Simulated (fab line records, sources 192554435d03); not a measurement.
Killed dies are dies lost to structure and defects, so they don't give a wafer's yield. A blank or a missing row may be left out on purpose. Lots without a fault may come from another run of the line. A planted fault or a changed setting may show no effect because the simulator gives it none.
Problem report in the 8D (eight disciplines) form, filled by code | flow n5_finfet | the parts of the form that need people (team, actions taken, sign-off) are left out

1. THE PROBLEM
barrier_field_endpoint_s at N5_BEOL_M15_CMP_49 reads a mean of 5.76 s on 6 wafers of 2 lots; wafers without a fault read 11.31 s with a standard deviation of 0.26. That is -21 standard deviations from the usual mean.
The step: polishes, stops on SiO2, t overpolish 4.9 s, target thk 850 nm.
First seen on wafer L842.2, day 15 09:34, on cmp-02. The record holds 24 wafers of 8 lots with a number at this step. Rule for "out", or "out of limits": more than 4 standard deviations from the usual mean. The other wafers with a number count as sound.

2. WHAT IT IS AND WHAT IT IS NOT
question                    | is                       | is not
which readings at this step | barrier_field_endpoint_s | motor_current_A, platen_rpm
which lots                  | L842, L844               | L838, L840, L847, L849, L852, L857
which wafers of those lots  | all that have a number   | -
read on which tools         | cmp-02                   | cmp-01, cmp-03
when                        | from day 15 09:34        | up to then (6 sound wafers); but 12 sound wafers of L847, L849, L852, L857 came after

3. SUSPECTS, AND WHAT RULES EACH OUT
Counting: a tool at a process step up to the reading stays a suspect if it ran every lot that is out and no sound lot after the first of them.
- rie_diel-04 at N5_BEOL_M15_TRENCH_ETCH_34 (etches SiO2 in C4F8/O2/Ar, target depth 872.93 nm, time 199 s): kept. It ran every lot that is out, first L842 (day 15 05:05), and no sound lot after that.
- pvd_sputter-01 at N5_BEOL_M15_SPUTTER_43 (material TaN, target thk 15 nm, time 24.19 s): ruled out as a lasting fault. Sound lots L847, L849 ran on it after its first lot that is out, L842 (day 15 07:50).
- cmp-02 at N5_BEOL_M15_CMP_49 (polishes, stops on SiO2, t overpolish 4.9 s, target thk 850 nm): kept. It ran every lot that is out, first L842 (day 15 09:34), and no sound lot after that. Its own readings are out on those wafers: barrier_field_endpoint_s.
Left after counting: rie_diel-04 at N5_BEOL_M15_TRENCH_ETCH_34, cmp-02 at N5_BEOL_M15_CMP_49.

4. THE CAUSE (what the simulator had put in)
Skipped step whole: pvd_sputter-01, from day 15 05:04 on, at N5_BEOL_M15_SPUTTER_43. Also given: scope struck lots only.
Counting ruled it out, wrongly: the rule takes a fault to strike every lot that its tool runs from its start on, and this one did not.

5. THE CHAIN OF EFFECTS, in route order
Each row: a reading whose mean over the struck wafers that have a number lies more than 3 standard deviations from the usual. Only readings for which the record gives a usual standard deviation are gone through. hours: the time from each lot's start at the first step in this table that gives one to its start at this step, as a median over the lots. sigmas: the change in usual standard deviations.
hours | step                    | reading                  | usual   | on struck wafers | change | sigmas
0     | N5_BEOL_M15_CMP_49      | barrier_field_endpoint_s | 11.31 s | 5.76             | -5.55  | -21
13    | N5_PASSIVATION_PROBE_49 | defect_limited_yield     | 91.4 %  | 84.2             | -7.2   | -6.0
13    | N5_PASSIVATION_PROBE_49 | killed_at_M4_up          | 14      | 100              | +86    | +14
13    | N5_PASSIVATION_PROBE_49 | killed_dies              | 102     | 187              | +85    | +5.7
13    | N5_PASSIVATION_PROBE_49 | killed_on_rim            | 13      | 49               | +36    | +10
13    | N5_PASSIVATION_PROBE_49 | sort_bin_5_function      | 5.1 %   | 12.7             | +7.6   | +9.3
13    | N5_PASSIVATION_PROBE_49 | sort_n_pass              | 1078    | 993              | -85    | -5.7
13    | N5_PASSIVATION_PROBE_49 | sort_yield_pct           | 91.4 %  | 84.2             | -7.2   | -6.0
The process steps in it:
- N5_BEOL_M15_CMP_49: polishes, stops on SiO2, t overpolish 4.9 s, target thk 850 nm.
- N5_PASSIVATION_PROBE_49
Readings that are blank on the struck wafers while sound wafers have them: bias_v at N5_BEOL_M15_SPUTTER_43; cathode_dc_power_W at N5_BEOL_M15_SPUTTER_43; substrate_temp_c at N5_BEOL_M15_SPUTTER_43; throttle_valve_pct at N5_BEOL_M15_SPUTTER_43.

6. WHAT WOULD HAVE CAUGHT IT SOONER
In this record the first reading out of limits was taken at day 15 09:34, 4 hours after the fault began at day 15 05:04.
At N5_BEOL_M15_SPUTTER_43 the tool's readings are blank on the struck wafers, where sound wafers have them: an empty tool record is the first sign, and it was there at once.
